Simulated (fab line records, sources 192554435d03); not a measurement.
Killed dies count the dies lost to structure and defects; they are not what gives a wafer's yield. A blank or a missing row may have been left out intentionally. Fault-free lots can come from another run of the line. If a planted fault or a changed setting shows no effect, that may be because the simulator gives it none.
Matching of chambers ; flow n5_finfet ; N5_MOL_CONTACT_COAG_ALD_133 on ald_sin-03: 4 sister chambers
The step deposits SiO2, target thk 5 nm, pulse time 1 s, co reactant pulse time 1 s. 8 wafers are shown with their chamber, then 11 later ones without.

== WAFERS PAIRED WITH THEIR CHAMBERS ==
wafer;chamber;heater_power_w (W);precursor_pulse_height_rel
L087.3;0;98;1.012
L088.1;0;94;1.027
L088.2;2;85;1.037
L088.4;3;86;1.005
L090.1;3;88;0.988
L090.4;2;85;1.034
L090.6;1;85;1.049
L089.1;1;86;0.991

== WAFERS WHOSE CHAMBER IS MISSING ==
wafer;heater_power_w (W);precursor_pulse_height_rel
L089.4;95;1.034
L089.6;84;0.996
L092.2;94;1.011
L092.4;83;1.007
L092.6;94;1.024
L094.2;89;0.961
L094.3;97;1.003
L094.5;86;1.002
L096.2;85;1.034
L096.3;83;0.994
L096.4;83;1.015

== WHICH CHAMBER EACH WENT THROUGH ==
wafer;from the rows above;in truth
L089.4;0;0
L089.6;can't be placed: 1 or 3 or 2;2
L092.2;0;0
L092.4;can't be placed: 1 or 2 or 3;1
L092.6;0;0
L094.2;can't be placed: 3 or 1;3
L094.3;0;0
L094.5;can't be placed: 3 or 1 or 2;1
L096.2;can't be placed: 2 or 1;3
L096.3;can't be placed: 1 or 2 or 3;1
L096.4;can't be placed: 2 or 1 or 3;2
Placed correctly: 4 of 11. Cannot be placed on the basis of these rows: 7; the candidates contain the true chamber in 6. Number placed wrongly: 0.
How it was worked out, from the rows above alone: a wafer's distance from a chamber is the root of the sum, over the readings, of the square of ((its reading less the chamber's mean) divided by the reading's scatter). If the next closest chamber is less than 2 further off than the closest, the wafer can't be placed; otherwise it belongs to the closest. The mean given for a chamber averages the wafers shown for that chamber. The scatter: the root of (the sum of the squares of (reading less its chamber's mean) over the shown wafers, divided by (wafers less chambers)).
